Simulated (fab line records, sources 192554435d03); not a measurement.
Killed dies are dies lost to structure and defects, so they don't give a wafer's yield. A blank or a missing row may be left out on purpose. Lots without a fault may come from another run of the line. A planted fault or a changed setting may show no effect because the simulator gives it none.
Chamber matching | flow n5_finfet | N5_BEOL_M4_ETCH_64 on rie_diel-06: 4 sister chambers
The step etches SOC in N2/H2, target depth 75 nm, overetch 22.5 nm, time 121.9 s. 8 wafers are shown with their chamber, then 8 later ones without.

WAFERS WITH THEIR CHAMBER
wafer  | chamber | drypump_motor_current_A (A) | showerhead_plenum_p_Torr (Torr)
L080.1 | 2       | 4.9                         | 2.52
L083.1 | 2       | 4.9                         | 2.52
L083.5 | 0       | 6.4                         | 2.56
L083.6 | 1       | 5.7                         | 2.46
L086.1 | 1       | 5.8                         | 2.45
L086.3 | 3       | 6.4                         | 2.65
L086.6 | 0       | 6.4                         | 2.55
L087.2 | 3       | 6.4                         | 2.65

WAFERS WITHOUT THEIR CHAMBER
wafer  | drypump_motor_current_A (A) | showerhead_plenum_p_Torr (Torr)
L087.5 | 5.8                         | 2.45
L087.6 | 4.9                         | 2.52
L095.2 | 6.4                         | 2.64
L095.5 | 6.4                         | 2.64
L095.6 | 5.0                         | 2.51
L096.4 | 5.7                         | 2.44
L096.5 | 6.4                         | 2.64
L096.6 | 4.9                         | 2.51

WHICH CHAMBER EACH WENT THROUGH
wafer  | from the rows above | in truth
L087.5 | 1                   | 1
L087.6 | 2                   | 2
L095.2 | 3                   | 3
L095.5 | 3                   | 3
L095.6 | 2                   | 2
L096.4 | 1                   | 1
L096.5 | 3                   | 3
L096.6 | 2                   | 2
Placed correctly: 8 of 8. Can't be placed from these rows: 0. Placed wrongly: 0.
How it was worked out, from the rows above alone: a wafer's distance from a chamber is the root of the sum, over the readings, of the square of ((its reading less the chamber's mean) divided by the reading's scatter). The wafer belongs to the nearest chamber; if the next one is less than 2 further off, it can't be placed. A chamber's mean is the mean of its shown wafers. The scatter: the root of (the sum of the squares of (reading less its chamber's mean) over the shown wafers, divided by (wafers less chambers)).
